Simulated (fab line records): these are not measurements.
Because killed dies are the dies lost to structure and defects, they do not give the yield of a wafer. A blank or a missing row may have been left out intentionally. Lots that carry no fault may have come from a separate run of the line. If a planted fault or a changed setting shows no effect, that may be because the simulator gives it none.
Which of the tools did it? || flow nand harc || 36 wafers sampled from 12 lots at 1 step of a route of 1302

WHAT THE GAUGES SHOWED, per wafer
NHARC_A_M0_INSPECT_27.
{"lot": "L075", "measured": "day 23 06:27", "on": "defect inspect-02", "raw defect count": "630 456 453"}
{"lot": "L078", "measured": "day 24 08:02", "on": "defect inspect-02", "raw defect count": "514 455 345"}
{"lot": "L079", "measured": "day 25 01:59", "on": "defect inspect-02", "raw defect count": "428 424 454"}
{"lot": "L081", "measured": "day 25 12:05", "on": "defect inspect-02", "raw defect count": "553 593 659"}
{"lot": "L082", "measured": "day 26 06:58", "on": "defect inspect-02", "raw defect count": "519 572 564"}
{"lot": "L084", "measured": "day 27 06:23", "on": "defect inspect-01", "raw defect count": "388 294 379"}
{"lot": "L087", "measured": "day 28 08:59", "on": "defect inspect-02", "raw defect count": "390 631 522"}
{"lot": "L088", "measured": "day 29 08:08", "on": "defect inspect-01", "raw defect count": "613 581 584"}
{"lot": "L091", "measured": "day 30 01:44", "on": "defect inspect-01", "raw defect count": "476 509 470"}
{"lot": "L093", "measured": "day 31 01:32", "on": "defect inspect-01", "raw defect count": "648 498 460"}
{"lot": "L096", "measured": "day 31 15:07", "on": "defect inspect-02", "raw defect count": "476 390 598"}
{"lot": "L097", "measured": "day 32 02:46", "on": "defect inspect-01", "raw defect count": "424 445 321"}

WHICH TOOL RAN EACH LOT (tool, then ch and the chambers of the sampled wafers, then the start)
There is no process step in the record ahead of these readings.

THE ANSWER, worked out from the rows above alone
Rule: usual is defined by the lots themselves. The widest of any qualifying gaps counts: lots, ordered by their means at a reading, are off when they make up no more than a third of the lots, leave a main group of 4 or more, and stand apart from it by 3 or more times the standard deviation of that group's means. Not used: any main group whose means are identical at the precision the tables above print for the reading. Also off: a lot with no number at a reading for which 4 or more lots have one. The other lots that the step has rows for count as sound.
Nothing can be told from this: no lot is off at any reading shown.

WHAT WAS PUT IN BY THE SIMULATOR
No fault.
